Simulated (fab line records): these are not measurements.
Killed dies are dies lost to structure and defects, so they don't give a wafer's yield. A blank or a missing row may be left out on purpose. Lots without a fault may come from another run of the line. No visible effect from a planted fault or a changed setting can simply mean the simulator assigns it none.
Which tool did it? / flow nand harc / Sampling: 13 lots, 39 wafers, 5 of 1302 route steps

## WHAT THE GAUGES SHOWED, per wafer
NHARC_HYBRID_BOND_INSPECT_06: inspects for defects (ir void).
lot=L217; measured=day 23 19:56; on=defect inspect-02; raw defect count=114 121 114
lot=L219; measured=day 24 15:29; on=defect inspect-02; raw defect count=113 109 115
lot=L220; measured=day 24 15:28; on=defect inspect-02; raw defect count=113 109 96
lot=L221; measured=day 25 03:47; on=defect inspect-01; raw defect count=96 108 100
lot=L222; measured=day 26 18:24; on=defect inspect-02; raw defect count=35 36 32
lot=L223; measured=day 26 04:28; on=defect inspect-01; raw defect count=122 113 102
lot=L224; measured=day 27 05:36; on=defect inspect-01; raw defect count=88 87 77
lot=L225; measured=day 27 05:37; on=defect inspect-02; raw defect count=91 87
lot=L227; measured=day 28 02:41; on=defect inspect-01; raw defect count=71 77
lot=L229; measured=day 28 07:03; on=defect inspect-01; raw defect count=91 83 86
lot=L232; measured=day 30 06:59; on=defect inspect-02; raw defect count=71 84 85
lot=L238; measured=day 33 00:13; on=defect inspect-02; raw defect count=69 69 84
lot=L239; measured=day 33 20:16; on=defect inspect-01; raw defect count=138 123 135

NHARC_THIN_TSV_CD_MEAS_12 targets a cd of 1000 nm.
lot=L217; measured=day 23 22:40; on=cd sem-03; cd nm (nm)=1002.4 1000.2 998.8
lot=L219; measured=day 24 20:33; on=cd sem-03; cd nm (nm)=1000.5 1003.3 999.7
lot=L220; measured=day 24 18:04; on=cd sem-02; cd nm (nm)=999.1 1001.1 1000.7
lot=L221; measured=day 25 06:31; on=cd sem-02; cd nm (nm)=998.2 998.3 996.7
lot=L222; measured=day 26 21:05; on=cd sem-01; cd nm (nm)=998.1 1004.2 1001.4
lot=L223; measured=day 26 07:14; on=cd sem-02; cd nm (nm)=1001.0 999.0 997.6
lot=L224; measured=day 27 08:10; on=cd sem-01; cd nm (nm)=999.2 1001.8 1001.9
lot=L225; measured=day 27 09:31; on=cd sem-02; cd nm (nm)=1001.1 1000.4
lot=L227; measured=day 28 06:34; on=cd sem-03; cd nm (nm)=998.7 997.0
lot=L229; measured=day 28 10:56; on=cd sem-01; cd nm (nm)=1000.3 1004.4 1001.1
lot=L232; measured=day 30 10:52; on=cd sem-03; cd nm (nm)=999.7 1000.9 996.8
lot=L238; measured=day 33 02:58; on=cd sem-01; cd nm (nm)=1002.2 1000.1 997.8
lot=L239; measured=day 33 22:58; on=cd sem-01; cd nm (nm)=1001.8 999.6 997.7

NHARC_END_SORT_01.
lot=L225; measured=day 27 23:51; on=prober-02; defect limited yield (%)=93.9 95.6 0; killed at array=40 27 44; killed at other=0 0 1; killed at periphery=1 3 632; killed dies=41 30 677; killed open=1 2 2; killed short=2 3 3; sort_bin_2_pct (%)=1.9 1.8 95.3; sort_bin_3_pct (%)=0.3 0.1 0.3; sort_bin_4_pct (%)=3.8 2.5 4.4; sort n pass=636 647 0; sort rim yield pct (%)=88 89 0; sort yield pct (%)=93.9 95.6 0
lot=L227; measured=day 29 00:11; on=prober-02; defect limited yield (%)=92.6 0 94.4; killed at array=42 43 34; killed at other=1 0 0; killed at periphery=7 634 4; killed dies=50 677 38; killed open=3 2 4; killed short=2 1 2; sort_bin_2_pct (%)=2.2 95.3 1.6; sort_bin_3_pct (%)=0.3 0.4 0.3; sort_bin_4_pct (%)=4.9 4.3 3.7; sort n pass=627 0 639; sort rim yield pct (%)=91 0 87; sort yield pct (%)=92.6 0 94.4

## WHICH TOOL RAN EACH LOT (tool, then ch and the chambers of the sampled wafers, then the start)
lot=L217; NHARC_P_M0_DEP_00=pecvd-01 ch 0,1, day 5 21:50; NHARC_THIN_TSV_DEGAS_49=pvd sputter-02, day 24 01:34
lot=L219; NHARC_P_M0_DEP_00=pecvd-04 ch 0,1, day 6 22:28; NHARC_THIN_TSV_DEGAS_49=pvd sputter-02, day 24 23:19
lot=L220; NHARC_P_M0_DEP_00=pecvd-02 ch 0,2, day 7 06:30; NHARC_THIN_TSV_DEGAS_49=pvd sputter-01, day 24 21:05
lot=L221; NHARC_P_M0_DEP_00=pecvd-04 ch 0,2, day 7 20:34; NHARC_THIN_TSV_DEGAS_49=pvd sputter-02, day 25 09:16
lot=L222; NHARC_P_M0_DEP_00=pecvd-01 ch 1,2, day 8 09:34; NHARC_THIN_TSV_DEGAS_49=pvd sputter-02, day 26 23:52
lot=L223; NHARC_P_M0_DEP_00=pecvd-04 ch 0,1,2, day 8 13:45; NHARC_THIN_TSV_DEGAS_49=pvd sputter-02, day 26 10:08
lot=L224; NHARC_P_M0_DEP_00=pecvd-01 ch 0,1, day 8 23:37; NHARC_THIN_TSV_DEGAS_49=pvd sputter-02, day 27 11:06
lot=L225; NHARC_P_M0_DEP_00=pecvd-01 ch 0,1, day 9 15:19; NHARC_THIN_TSV_DEGAS_49=pvd sputter-01, day 27 12:32
lot=L227; NHARC_P_M0_DEP_00=pecvd-01 ch 0,1,2, day 10 17:44; NHARC_THIN_TSV_DEGAS_49=pvd sputter-03, day 28 09:20
lot=L229; NHARC_P_M0_DEP_00=pecvd-02 ch 0,1, day 11 02:23; NHARC_THIN_TSV_DEGAS_49=pvd sputter-02, day 28 13:43
lot=L232; NHARC_P_M0_DEP_00=pecvd-02 ch 0,1,2, day 12 07:36; NHARC_THIN_TSV_DEGAS_49=pvd sputter-01, day 30 13:39
lot=L238; NHARC_P_M0_DEP_00=pecvd-01 ch 0,1,2, day 14 16:47; NHARC_THIN_TSV_DEGAS_49=pvd sputter-02, day 33 05:50
lot=L239; NHARC_P_M0_DEP_00=pecvd-01 ch 0,2, day 15 07:37; NHARC_THIN_TSV_DEGAS_49=pvd sputter-02, day 34 01:52
- NHARC_P_M0_DEP_00: deposits SiOC, target thk 150 nm.
- NHARC_THIN_TSV_DEGAS_49: time 120 s.

## AS READ BY THE TOOLS THEMSELVES (means over the sampled wafers that have a number; for cases with no such wafer, the mark the record gives instead)
NHARC_THIN_TSV_DEGAS_49.
lot=L217; tool=pvd sputter-02; heater power w (W)=431
lot=L219; tool=pvd sputter-02; heater power w (W)=441
lot=L220; tool=pvd sputter-01; heater power w (W)=559
lot=L221; tool=pvd sputter-02; heater power w (W)=439
lot=L222; tool=pvd sputter-02; heater power w (W)=427
lot=L223; tool=pvd sputter-02; heater power w (W)=461
lot=L224; tool=pvd sputter-02; heater power w (W)=447
lot=L225; tool=pvd sputter-01; heater power w (W)=515
lot=L227; tool=pvd sputter-03; heater power w (W)=490
lot=L229; tool=pvd sputter-02; heater power w (W)=434
lot=L232; tool=pvd sputter-01; heater power w (W)=458
lot=L238; tool=pvd sputter-02; heater power w (W)=435
lot=L239; tool=pvd sputter-02; heater power w (W)=450

## THE ANSWER, worked out from the rows above alone
Rule: the usual values come from the lots themselves. Put in order of their means at a reading, lots are off if they are a third of the lots or fewer, leave a main group of 4 or more, and stand apart from it by a gap of 3 or more times the standard deviation of the main group's means; of several such gaps the widest counts. If all means in a main group match to the digits the tables above print for the reading, that group is not used. A lot without any number at a reading at which 4 lots or more have one is off too. All remaining lots with rows at the step are treated as sound. First the gauges in route order, then the tools' own readings, where a lot's mean is used as printed above. The first step at which some lot is off is used, and at that step the reading that is off furthest; a lot without a number counts as furthest.
None of the lots is off at any reading shown; this tells nothing.

## WHAT WAS PUT IN BY THE SIMULATOR
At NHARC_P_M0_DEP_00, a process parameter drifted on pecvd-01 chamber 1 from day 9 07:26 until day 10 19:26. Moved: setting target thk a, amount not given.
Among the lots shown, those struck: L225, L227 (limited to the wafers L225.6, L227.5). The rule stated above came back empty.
